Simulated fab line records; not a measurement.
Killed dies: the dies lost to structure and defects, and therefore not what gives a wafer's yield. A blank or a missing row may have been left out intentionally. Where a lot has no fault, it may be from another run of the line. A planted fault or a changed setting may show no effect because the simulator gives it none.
Comparing a struck lot with a sound one + flow n5_finfet + 32 out of 1938 route steps
Sound: the wafers L758.1, L758.3, L758.4. Wafers struck: L753.1, L753.4, L753.6. At the end, the cause is stated.
At each step with rows: each side's tool, then ch and its chambers, then its first start. Under that, the readings that differ: sound wafers + struck wafers + difference of the means + sigmas: that difference in standard deviations of wafers without a fault.
alike: same words and numbers on both sides, and readings whose means sit less than 2 such deviations apart. not compared: any withheld reading, any reading some wafer has no value for, any bound like >300 that may hide the same value, and any number with overlapping values for which the record gives no deviation.
A row with sigmas, a row that says differs or no value, or rows on one side alone: a step with any of these is where the two part. When numbers do not overlap yet have no deviation, they are printed without sigmas and do not part them. A reading missing from all wafers of one side parts the sides only when that side holds two or more wafers.

first, 10 steps without rows for these wafers: N5_FIN_CUT_PRECLEAN_36 (cleans in O3/DIW, time 60 s); N5_FIN_CUT_SRD_32 (time 30 s); N5_FIN_CUT_UV_OZONE_34 (time 120 s); N5_STI_FIN_REVEAL_ALD_00 (deposits SiO2, target thk 1 nm, pulse time 1 s); N5_STI_FIN_REVEAL_ALD_14 (deposits Si3N4, target thk 3 nm); N5_STI_FIN_REVEAL_FCVD_FILL_01 (material SiO2 flowable, target thk 312 nm, time 512.2 s); N5_STI_FIN_REVEAL_DENSIFY_02 (time 1800 s); N5_STI_FIN_REVEAL_CMP_04 (polishes, stops on Si3N4, t overpolish 4 s, target thk 131.83 nm); N5_STI_FIN_REVEAL_DENSIFY_30; N5_STI_FIN_REVEAL_ETCHBACK_08 (etches SiO2 in C4F6/O2, target depth 30.5 nm, time 10.167 s).
N5_STI_FIN_REVEAL_STRIP_24: strips in N2/H2, time 90 s.
  sound on rie_diel-03 ch 0,2,3, day 7 04:06; struck on rie_diel-05 ch 1,2,3, day 5 22:59
  alike: drypump_motor_current_A, h2_flow_sccm, oes_product_au, rf_vpp_V, showerhead_plenum_p_Torr, throttle_valve_pct
  not compared: rf_hours_counter_h
then, 17 steps without rows for these wafers: N5_STI_FIN_REVEAL_PRECLEAN_25 (cleans in SPM, time 90 s); N5_STI_FIN_REVEAL_PRECLEAN_26 (cleans in SC1, time 45 s); N5_STI_FIN_REVEAL_PRECLEAN_29 (cleans in DHF, time 30 s); N5_STI_FIN_REVEAL_SRD_12 (time 30 s); N5_STI_FIN_REVEAL_RECESS_09 (chemistry HF/NH3, target SiO2, afs cycles 11, target depth 42.5 nm, sublimation time 60 s); N5_STI_FIN_REVEAL_STRIP_16 (strips SiNx in H3PO4, target depth 23.8 nm); N5_STI_FIN_REVEAL_PRECLEAN_17 (cleans in NF3:NH3, afs cycles 1, time 20 s, sublimation time 60 s); N5_STI_FIN_REVEAL_ETCH_34 (etches Si in H2, material Si, target depth 0.97 nm); N5_STI_FIN_REVEAL_OXIDATION_31 (chemistry O2 PLASMA REMOTE, time 20 s); N5_STI_FIN_REVEAL_PRECLEAN_32 (cleans in NF3:NH3, afs cycles 1, time 20 s, sublimation time 60 s); N5_STI_FIN_REVEAL_STRIP_35 (strips Si3N4 in H3PO4, target depth 4 nm, time 39 s); N5_STI_FIN_REVEAL_SRD_21 (time 30 s); N5_STI_FIN_REVEAL_OXIDATION_33 (chemistry O2 PLASMA REMOTE, time 20 s); N5_STI_FIN_REVEAL_CLEAN_19 (cleans in O3/DIW, time 120 s); N5_STI_FIN_REVEAL_SRD_23 (time 30 s); N5_STI_FIN_REVEAL_PRECLEAN_18 (cleans in SC2, time 45 s); N5_STI_FIN_REVEAL_SRD_28 (time 30 s).
N5_STI_FIN_REVEAL_INSPECT_13: inspects for defects (darkfield).
  struck on defect_inspect-01, day 6 02:06; sound on defect_inspect-02, day 7 07:07
| reading          | sound   | struck      | difference | sigmas |
|------------------|---------|-------------|------------|--------|
| raw_defect_count | 16 13 6 | 333 311 353 | +321       | +61    |
then, 1 step without rows for these wafers: N5_DUMMY_GATE_PRECLEAN_00 (cleans in O3/DIW, time 60 s).
-- here the record skips 5 days between the struck wafers' starts before and after, leaving off in module DUMMY_GATE and picking up in module BEOL_M4 (first step shown: number 1111 of the route) --
N5_BEOL_M4_RC_MEAS_101:
  sound on prober-02 ch 0, day 12 09:46; struck on prober-01 ch 0, day 11 04:42
  alike: DIBL_N, DIBL_P, IOFF_N, IOFF_P, ION_N, ION_P, SS_N, SS_P, VT_N, VT_P
-- here the record skips 4 days between the struck wafers' starts before and after, leaving off in module BEOL_M4 and picking up in module PASSIVATION (first step shown: number 1936 of the route) --
N5_PASSIVATION_PROBE_49:
  rows exist in the record for the struck wafers here (prober-01, day 15 07:37), but not for the sound ones

WHERE THEY PART
Last at N5_PASSIVATION_PROBE_49 as far as this record goes, first at N5_STI_FIN_REVEAL_INSPECT_13.

WHY: what the simulator had put in
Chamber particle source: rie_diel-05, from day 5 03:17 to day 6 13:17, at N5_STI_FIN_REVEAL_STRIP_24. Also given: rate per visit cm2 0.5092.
